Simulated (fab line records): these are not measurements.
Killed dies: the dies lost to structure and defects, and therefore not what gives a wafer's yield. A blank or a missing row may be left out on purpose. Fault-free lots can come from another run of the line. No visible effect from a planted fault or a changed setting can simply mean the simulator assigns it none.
Matching of chambers :: flow n5_finfet :: N5_HKMG_FIN_ALD_21 on ald_metal-03: 4 sister chambers
The step deposits TiN, target thk 1.5 nm, pulse time 1 s, purge time 3 s. 8 wafers are shown with their chamber, then 11 later ones without.

## WAFERS, EACH WITH ITS CHAMBER
wafer: L087.3
chamber: 1
heater_power_w (W): 772
precursor_pulse_height_rel: 0.985

wafer: L089.1
chamber: 0
heater_power_w (W): 886
precursor_pulse_height_rel: 0.971

wafer: L089.4
chamber: 2
heater_power_w (W): 924
precursor_pulse_height_rel: 1.016

wafer: L089.6
chamber: 2
heater_power_w (W): 896
precursor_pulse_height_rel: 0.971

wafer: L090.1
chamber: 3
heater_power_w (W): 757
precursor_pulse_height_rel: 0.982

wafer: L090.2
chamber: 1
heater_power_w (W): 793
precursor_pulse_height_rel: 1.039

wafer: L090.5
chamber: 0
heater_power_w (W): 859
precursor_pulse_height_rel: 1.005

wafer: L091.3
chamber: 3
heater_power_w (W): 762
precursor_pulse_height_rel: 1.003

## WAFERS WHOSE CHAMBER IS MISSING
wafer: L091.4
heater_power_w (W): 889
precursor_pulse_height_rel: 1.003

wafer: L091.6
heater_power_w (W): 791
precursor_pulse_height_rel: 0.987

wafer: L093.1
heater_power_w (W): 770
precursor_pulse_height_rel: 1.012

wafer: L093.4
heater_power_w (W): 767
precursor_pulse_height_rel: 1.039

wafer: L093.6
heater_power_w (W): 907
precursor_pulse_height_rel: 1.049

wafer: L095.2
heater_power_w (W): 767
precursor_pulse_height_rel: 1.008

wafer: L095.3
heater_power_w (W): 774
precursor_pulse_height_rel: 1.020

wafer: L095.6
heater_power_w (W): 928
precursor_pulse_height_rel: 0.976

wafer: L097.3
heater_power_w (W): 756
precursor_pulse_height_rel: 1.005

wafer: L097.4
heater_power_w (W): 805
precursor_pulse_height_rel: 1.024

wafer: L097.6
heater_power_w (W): 884
precursor_pulse_height_rel: 1.033

## CHAMBER TAKEN BY EACH
wafer: L091.4
from the rows above: can't be placed: 0 or 2
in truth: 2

wafer: L091.6
from the rows above: can't be placed: 1 or 3
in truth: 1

wafer: L093.1
from the rows above: can't be placed: 1 or 3
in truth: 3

wafer: L093.4
from the rows above: can't be placed: 1 or 3
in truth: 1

wafer: L093.6
from the rows above: can't be placed: 2 or 0
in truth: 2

wafer: L095.2
from the rows above: can't be placed: 3 or 1
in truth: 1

wafer: L095.3
from the rows above: can't be placed: 1 or 3
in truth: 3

wafer: L095.6
from the rows above: 2
in truth: 2

wafer: L097.3
from the rows above: can't be placed: 3 or 1
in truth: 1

wafer: L097.4
from the rows above: can't be placed: 1 or 3
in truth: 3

wafer: L097.6
from the rows above: can't be placed: 0 or 2
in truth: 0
Correct placement for 1 of the 11. Unplaceable from these rows: 10, with the true chamber sitting among the candidates in 10. Placed wrongly: 0.
How it was worked out, from the rows above alone: a wafer's distance from a chamber is the root of the sum, over the readings, of the square of ((its reading less the chamber's mean) divided by the reading's scatter). If the next closest chamber is less than 2 further off than the closest, the wafer can't be placed; otherwise it belongs to the closest. The mean given for a chamber averages the wafers shown for that chamber. The scatter: take each reading less its chamber's mean, square it, sum over the shown wafers, divide by the number of wafers less the number of chambers, and take the root.
